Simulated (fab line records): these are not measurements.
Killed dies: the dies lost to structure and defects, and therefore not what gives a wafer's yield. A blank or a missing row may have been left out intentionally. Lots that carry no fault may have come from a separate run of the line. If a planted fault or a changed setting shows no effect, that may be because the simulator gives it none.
Split-lot trial | flow n5Finfet | route with 1938 steps; 7 lots, 21 wafers read

ABOUT THE SPLIT
At N5_BEOL_M9_COAT_05 (resist thk 90 nm), the setting spinRpm was moved away from the recipe's 1500 rpm on 5 of the 21 wafers read, by -8.7% to -4.7%. All remaining wafers had this setting at the recipe value.

FROM THE SPLIT TO THE READING: what the file shows between them, 4 steps
- N5_BEOL_M9_EBR_07
- N5_BEOL_M9_SOFTBAKE_06: time 60 s
- N5_BEOL_M9_EXPOSE_08: exposes mask M9
- N5_BEOL_M9_PEB_09: peb time 60 s

THE READING
CAR-ArF_of_BEOL_M9_COAT_05.thkNm (the simulator's own value, which no gauge read), in nm, at N5_BEOL_M9_DEVELOP_10 (develop time 30 s). The file does not state a usual value for it. Average 88.3 nm, standard deviation 0.36 nm, over the 16 wafers here run with the recipe.

wafer  | tool, chamber at the split | spinRpm as run, rpm | against the recipe | CAR-ArF_of_BEOL_M9_COAT_05.thkNm, nm | against lot-mates on the recipe
L077.2 | lithoTrack-01, 0           | 1429                | -4.7%              | 90                                   | +2.4
L077.5 | lithoTrack-01, 0           | 1429                | -4.7%              | 89.8                                 | +2.2
L077.6 | lithoTrack-01, 0           | 1500                | recipe             | 87.6                                 | -
L076.2 | lithoTrack-02, 0           | 1500                | recipe             | 88.8                                 | -
L076.3 | lithoTrack-02, 0           | 1500                | recipe             | 88.4                                 | -
L076.6 | lithoTrack-02, 0           | 1500                | recipe             | 88.6                                 | -
L086.1 | lithoTrack-05, 0           | 1370                | -8.7%              | 92.6                                 | +4.2
L086.3 | lithoTrack-05, 0           | 1500                | recipe             | 88.4                                 | -
L086.5 | lithoTrack-05, 0           | 1500                | recipe             | 88.4                                 | -
L084.2 | lithoTrack-02, 0           | 1500                | recipe             | 88.4                                 | -
L084.4 | lithoTrack-02, 0           | 1500                | recipe             | 88.6                                 | -
L084.6 | lithoTrack-02, 0           | 1500                | recipe             | 88.8                                 | -
L087.1 | lithoTrack-02, 0           | 1375                | -8.3%              | 92.6                                 | +4.0
L087.2 | lithoTrack-02, 0           | 1500                | recipe             | 88.6                                 | -
L087.5 | lithoTrack-02, 0           | 1375                | -8.3%              | 93                                   | +4.4
L094.1 | lithoTrack-05, 0           | 1500                | recipe             | 88.6                                 | -
L094.5 | lithoTrack-05, 0           | 1500                | recipe             | 88.6                                 | -
L094.6 | lithoTrack-05, 0           | 1500                | recipe             | 88.2                                 | -
L096.3 | lithoTrack-05, 0           | 1500                | recipe             | 87.8                                 | -
L096.6 | lithoTrack-05, 0           | 1500                | recipe             | 87.8                                 | -
L096.4 | lithoTrack-05, 0           | 1500                | recipe             | 88                                   | -

FIT RESULTS
A straight line over all 21 wafers: CAR-ArF_of_BEOL_M9_COAT_05.thkNm changes by -0.491 nm for each +1% of spinRpm; r = -0.97; the points scatter about the line by 0.43 nm.
The same after taking each lot's own level away (the mean of its wafers on the recipe; 21 wafers): -0.496 nm for each +1%; r = -1.00; scatter 0.15 nm.
That fit puts the effect of the largest move of spinRpm on the reading at 4.3 nm.
Across the lots, their own levels run from 87.60 to 88.60 nm, a range of 2.8 times the standard deviation given above.
Hence the lot-to-lot level has little effect on the slope; both slopes agree.
Check: +4.33 nm against its lot-mates is what the line predicts for one of the wafers moved furthest among these (-8.7%) when that wafer is left out of the fit. Against them it came out at +4.2 nm.

THE OTHER SPLITS THESE WAFERS WENT THROUGH
Note: prior to the reading, these wafers also went through further splits. Each is held against what the fit with the lots' levels taken away leaves over:
other split on the same wafers | wafers away from the commonest value | r with CAR-ArF_of_BEOL_M9_COAT_05.thkNm (lot level and that fit taken away)
N5_BEOL_M7_EXPOSE_08 doseMj    | 7                                    | -0.16

THE WHOLE CHAIN: every reading that the file lists as answering this split, in the file's order
step                  | what it does      | reading                                                                           | change (the file's fit)               | r (the file's)
N5_BEOL_M9_COAT_05    | resist thk 90 nm  | CAR-ArF_of_BEOL_M9_COAT_05.thkNm (the simulator's own value, which no gauge read) | -0.505 nm for each +1% of the setting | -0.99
N5_BEOL_M9_DEVELOP_10 | develop time 30 s | CAR-ArF_of_BEOL_M9_COAT_05.thkNm (the simulator's own value, which no gauge read) | -0.493 nm for each +1% of the setting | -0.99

FILE'S OWN FIT
CAR-ArF_of_BEOL_M9_COAT_05.thkNm changes by -0.493 nm for each +1% of spinRpm, r = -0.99.
